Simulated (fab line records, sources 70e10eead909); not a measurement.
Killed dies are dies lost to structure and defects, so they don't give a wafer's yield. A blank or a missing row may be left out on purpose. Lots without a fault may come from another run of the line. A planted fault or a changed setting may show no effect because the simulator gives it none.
Problem report in the 8D (eight disciplines) form, filled by code | flow nand_harc | the parts of the form that need people (team, actions taken, sign-off) are left out

1. THE PROBLEM
killed_at_periphery at NHARC_END_SORT_01 reads a mean of 540.8 on 6 wafers of 2 lots; wafers without a fault read 3.4 with a standard deviation of 2.2. That is +99 or more standard deviations from the usual mean.
First seen on wafer L757.2, day 21 04:43, on prober-01. The record holds 9 wafers of 3 lots with a number at this step. Rule for "out", or "out of limits": more than 4 standard deviations from the usual mean. The other wafers with a number count as sound.

2. WHAT IT IS AND WHAT IT IS NOT
question                    | is                               | is not
which readings at this step | killed_at_periphery, killed_dies | killed_at_other, killed_open, killed_short
which lots                  | L756, L757                       | L765
which wafers of those lots  | all that have a number           | -
read on which gauges        | prober-01, prober-02             | -
when                        | from day 21 04:43                | up to then (0 sound wafers); but 3 sound wafers of L765 came after

3. SUSPECTS, AND WHAT RULES EACH OUT
Counting: a tool at a process step up to the reading stays a suspect if it ran every lot that is out and no sound lot after the first of them.
- the gauge at NHARC_END_SORT_01: ruled out. The wafers that are out were read on 2 gauges (prober-01, prober-02).
- furnace-04 at NHARC_P_STI_OXIDE_33 (material SiO2, target thk 10 nm, ox time 281 s): kept. It ran every lot that is out, first L756 (day 4 11:35), and no sound lot after that.
- rtp_anneal-01 at NHARC_THIN_TSV_ANNEAL_52 (time 90 s): kept. It ran every lot that is out, first L757 (day 20 16:40), and no sound lot after that.
Left after counting: furnace-04 at NHARC_P_STI_OXIDE_33, rtp_anneal-01 at NHARC_THIN_TSV_ANNEAL_52.

4. THE CAUSE (what the simulator had put in)
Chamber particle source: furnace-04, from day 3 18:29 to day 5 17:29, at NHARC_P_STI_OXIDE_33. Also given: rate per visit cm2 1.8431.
Counting left 2 suspects, and this tool is among them.

5. THE CHAIN OF EFFECTS, in route order
Each row: a reading whose mean over the struck wafers that have a number lies more than 3 standard deviations from the usual. Only readings for which the record gives a usual standard deviation are gone through. hours: the time from each lot's start at the first step in this table that gives one to its start at this step, as a median over the lots. sigmas: the change in usual standard deviations.
hours | step              | reading             | usual | on struck wafers | change | sigmas
0     | NHARC_END_SORT_01 | killed_at_periphery | 3.4   | 540.8            | +537.4 | +99 or more
0     | NHARC_END_SORT_01 | killed_dies         | 31    | 556              | +524   | +52

6. WHAT WOULD HAVE CAUGHT IT SOONER
In this record the first reading out of limits at a measuring or inspecting step was taken at day 21 04:43, 418 hours after the fault began at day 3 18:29.
Of the tool readings at NHARC_P_STI_OXIDE_33 for which the record gives a usual standard deviation, none was out on any struck wafer, so an alarm limit of 4 standard deviations on them would not have fired.
All the lots that are out (2) had begun NHARC_P_STI_OXIDE_33 on furnace-04 by day 21 04:43. A hold on the tool at that time would have spared none of them.
